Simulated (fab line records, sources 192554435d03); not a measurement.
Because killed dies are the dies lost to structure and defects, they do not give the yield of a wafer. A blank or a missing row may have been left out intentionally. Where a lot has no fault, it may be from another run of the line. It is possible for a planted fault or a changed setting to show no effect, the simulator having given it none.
Struck lot and sound lot, side by side | flow n5Finfet | 20 steps out of a route of 1938
Sound: wafers L160.1, L160.5, L160.6. The struck wafers were L159.1, L159.3, L159.5. At the end, the cause is stated.
Per side, at each step with rows, come the tool, then ch with its chambers, and then its first start. Under that, the readings that differ: sound wafers | struck wafers | difference of the means | sigmas: that difference in standard deviations of wafers without a fault.
alike: a reading whose means differ by less than 2 such deviations, as well as words and numbers matching on both sides. not compared: withheld readings; readings where some wafer has no value; bounds like >300 that might hide an equal value; numbers whose values overlap and for which the record gives no deviation.
The two part at a step that has a row with sigmas, a row that says differs or no value, or rows on one side only. Non-overlapping numbers with no deviation appear without sigmas and do not part them. A reading missing from all wafers of one side parts the sides only when that side holds two or more wafers.

first, 9 steps without rows for these wafers: N5_BEOL_M8_ILD_DEP_00 (deposits SiCOH lowk from DEMS/porogen, target thk 179.75 nm, time 33.4 s); N5_BEOL_M8_CURE_74 (cures SiCOH lowk, time 240 s); N5_BEOL_M8_PECVD_70 (deposits SiO2 from TEOS/O2, target thk 20 nm, time 22.7 s); N5_BEOL_M8_HM_DEP_02 (deposits TiN, target thk 20 nm); N5_BEOL_M8_COAT_59 (time 60 s, resist thk 100 nm); N5_BEOL_M8_COAT_60 (time 60 s, resist thk 35 nm); N5_BEOL_M8_COAT_05 (resist thk 90 nm); N5_BEOL_M8_EBR_07; N5_BEOL_M8_SOFTBAKE_06 (time 60 s).
N5_BEOL_M8_EXPOSE_08: exposes mask M8.
  sound on arfiScanner-02 ch 0, day 14 21:26; struck on arfiScanner-03 ch 0, day 14 21:16
reading           | sound             | struck            | difference | sigmas
exposureDoseMJCm2 | 68.28 68.29 68.20 | 64.16 64.21 64.29 | -4.04      | -49
  alike: mask
then, 2 steps without rows for these wafers: N5_BEOL_M8_PEB_09 (peb time 60 s); N5_BEOL_M8_DEVELOP_10 (develop time 30 s).
N5_BEOL_M8_CD_MEAS_11 targets a cd of 38.5 nm.
  sound on cdSem-02 ch 0, day 14 21:33; struck on cdSem-02 ch 0, day 14 21:23
reading   | sound          | struck         | difference | sigmas
cdNm (nm) | 38.4 38.4 37.7 | 36.1 36.6 36.6 | -1.7       | -3
then, 1 step without rows for these wafers: N5_BEOL_M8_DESCUM_16 (chemistry O2, time 7.9 s).
N5_BEOL_M8_ETCH_61: etches SiARC in CF4, target depth 45.5 nm, time 75.8 s.
  sound on rieDiel-01 ch 0,2, day 14 21:47; struck on rieDiel-04 ch 1,3, day 14 21:31
reading                       | sound       | struck         | difference | sigmas
model.BEOL_M8.cdOffsetNm (nm) | 0 -0.6 -1.2 | -2.2 -2.2 -2.4 | -1.7       | 
  alike: cf4FlowSccm, drypumpMotorCurrentA, etchRfOnTimeS, oesProductAu, rfVppV, showerheadPlenumPTorr, throttleValvePct
  not compared: rfHoursCounterH
then, 3 steps without rows for these wafers: N5_BEOL_M8_ETCH_62 (etches SOC in N2/H2, target depth 110 nm, overetch 22 nm, time 165 s); N5_BEOL_M8_STRIP_68 (strips in N2/H2); N5_BEOL_M8_STRIP_67 (strips in CF4).
N5_BEOL_M8_HM_OPEN_17: chemistry Cl2/BCl3, target TiN, target depth 20 nm, overetch 6 nm.
  sound on rieMetal-02 ch 0,1, day 14 22:01; struck on rieMetal-03 ch 0, day 14 21:46
reading                       | sound       | struck       | difference | sigmas
model.BEOL_M8.cdOffsetNm (nm) | 0 -0.8 -1.2 | -1.6 -1.8 -2 | -1.1       | 
  alike: drypumpMotorCurrentA, heBacksideLeakSccm, oesProductAu, throttleValvePct
  not compared: rfHoursCounterH
then, 1 step without rows for these wafers: N5_BEOL_M8_STRIP_19 (strips in O2).

== WHERE THEY PART ==
First at N5_BEOL_M8_EXPOSE_08; last, within this record, at N5_BEOL_M8_CD_MEAS_11. Later steps at which nothing parts them and some readings are alike: N5_BEOL_M8_ETCH_61, N5_BEOL_M8_HM_OPEN_17.

WHY: what the simulator had put in
Drift in process parameters on arfiScanner-03 at N5_BEOL_M8_EXPOSE_08, starting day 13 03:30. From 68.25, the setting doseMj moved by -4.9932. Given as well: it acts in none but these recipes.
